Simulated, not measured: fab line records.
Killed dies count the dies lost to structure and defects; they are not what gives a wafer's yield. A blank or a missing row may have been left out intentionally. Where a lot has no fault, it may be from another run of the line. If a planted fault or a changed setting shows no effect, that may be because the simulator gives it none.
A lot that was struck, set against a sound lot || flow n5-finfet || 16 out of 1938 route steps
Sound: wafers L138.2, L138.5, L138.6. Struck: wafer L145.6 (left out: L145.2, a lot-mate that was not struck); the cause follows at the end.
Each step with rows lists, per side, the tool, then ch with its chambers, then its first start. Under that, the readings that differ: sound wafers || struck wafers || difference of the means || sigmas: that difference in standard deviations of wafers without a fault.
alike: readings whose means differ by less than 2 such deviations, and words and numbers that are the same on both sides. not compared: withheld readings, readings that some wafer has no value for, bounds like >300 that may hide the same value, and numbers for which the record gives no deviation and whose values overlap.
Wherever a step has rows on one side only, a row that says differs or no value, or a row with sigmas, the two part there. Non-overlapping numbers with no deviation appear without sigmas and do not part them. A reading that every wafer of one side lacks parts them only if that side has two wafers or more.

first, 2 steps without rows for these wafers: N5_BEOL_M1_SPUTTER_92 (material Cu, target thk 4.5 nm, time 8.29 s); N5_BEOL_M1_ANNEAL_93 (time 240 s).
N5_BEOL_M1_SPUTTER_94: material Cu, target thk 4.5 nm, time 8.29 s.
  sound on pvd-sputter-03 at day 6 18:56; struck on pvd-sputter-02 at day 8 22:34
  alike: chamber-pressure-pa, throttle-valve-pct
N5_BEOL_M1_ANNEAL_95: time 240 s.
  sound on pvd-sputter-03 at day 6 19:01; struck on pvd-sputter-02 at day 8 22:38
  alike: heater-power-w
N5_BEOL_M1_SPUTTER_96: material Cu, target thk 4.5 nm, time 8.29 s.
  sound on pvd-sputter-03 at day 6 19:09; struck on pvd-sputter-02 at day 8 22:47
  alike: chamber-pressure-pa, throttle-valve-pct
then, 1 step without rows for these wafers: N5_BEOL_M1_ECD_50 (material Cu, target thk 300 nm).
N5_BEOL_M1_ANNEAL_51: time 90 s.
  sound on rtp-anneal-01 ch 0, day 6 23:03; struck on rtp-anneal-01 ch 0, day 8 23:01
  alike: wafer_temp_C_max
N5_BEOL_M1_CMP_52: polishes, stops on SiOC, t overpolish 6.8 s, target thk 40 nm.
  sound on cmp-01 ch 0,1, day 6 23:20; struck on cmp-03 ch 1, day 8 23:21
  alike: barrier-field-endpoint-s, clearing-platen-down-force-psi, edge-zone-pressure-frac, motor-current-A, overpolish-run-s, slurry-filter-dp-kPa, time-to-endpoint-s
N5_BEOL_M1_THK_MEAS_53: measures by xrf.
  sound on film-metro-01 at day 6 23:36; struck on film-metro-01 at day 8 23:34
  alike: M1_THK
then, 3 steps without rows for these wafers: N5_BEOL_M1_PRE_CLEAN_60 (time 15 s); N5_BEOL_M1_CO_CAP_55 (material Co, precursor CCTBA/H2, target thk 2 nm, time 102.1 s); N5_BEOL_M1_PRE_CLEAN_56 (time 15 s).
N5_BEOL_M1_DEP_57: deposits SiCN from 3MS/NH3, target thk 8 nm, time 14 s.
  sound on pecvd-04 ch 1,2, day 6 23:47; struck on pecvd-04 ch 2, day 8 23:46
{"reading": "model.SiCN_of_BEOL_M1_DEP_57.thk-nm (nm)", "sound": "7.6 8 8.2", "struck": 6.2, "difference": -1.7, "sigmas": ""}
  alike: showerhead-plenum-p-Torr, showerhead-vpp-V, throttle-valve-pct
  not compared: since-wet-clean-h
N5_BEOL_M1_RS_MEAS_58: the measuring method here is four-point-probe.
  sound on film-metro-02 at day 6 23:52; struck on film-metro-01 at day 8 23:50
  alike: M1_RS
N5_BEOL_M4_RC_MEAS_101:
  sound on prober-01 ch 0, day 8 17:26; struck on prober-01 ch 0, day 10 09:43
{"reading": "IOFF_N (nA/um)", "sound": "0.139 0.208 0.175", "struck": 0.121, "difference": -0.053, "sigmas": -2}
  alike: DIBL_N, DIBL_P, IOFF_P, ION_N, ION_P, SS_N, SS_P, VT_N, VT_P
-- here the record skips 4 days between the struck wafers' starts before and after, leaving off in module BEOL_M4 and picking up in module PASSIVATION (first step shown: number 1936 of the route) --
N5_PASSIVATION_PROBE_49:
  sound on prober-02 at day 13 14:20; struck on prober-01 at day 14 18:32
{"reading": "killed-at-contacts", "sound": "19 24 14", "struck": 4, "difference": -15, "sigmas": -2}
{"reading": "killed-short", "sound": "50 66 37", "struck": 35, "difference": -16, "sigmas": -2}
  alike: defect-limited-yield, killed_at_M0_to_M3, killed_at_M4_up, killed-at-front-end, killed-at-other, killed-dies, killed-open, sort_bin_5_function, sort_bin_6_memory, sort-n-pass, sort-yield-pct

== WHERE THEY PART ==
Earliest at N5_BEOL_M4_RC_MEAS_101; latest, in this record, at N5_PASSIVATION_PROBE_49.

WHY: what had been put in by the simulator
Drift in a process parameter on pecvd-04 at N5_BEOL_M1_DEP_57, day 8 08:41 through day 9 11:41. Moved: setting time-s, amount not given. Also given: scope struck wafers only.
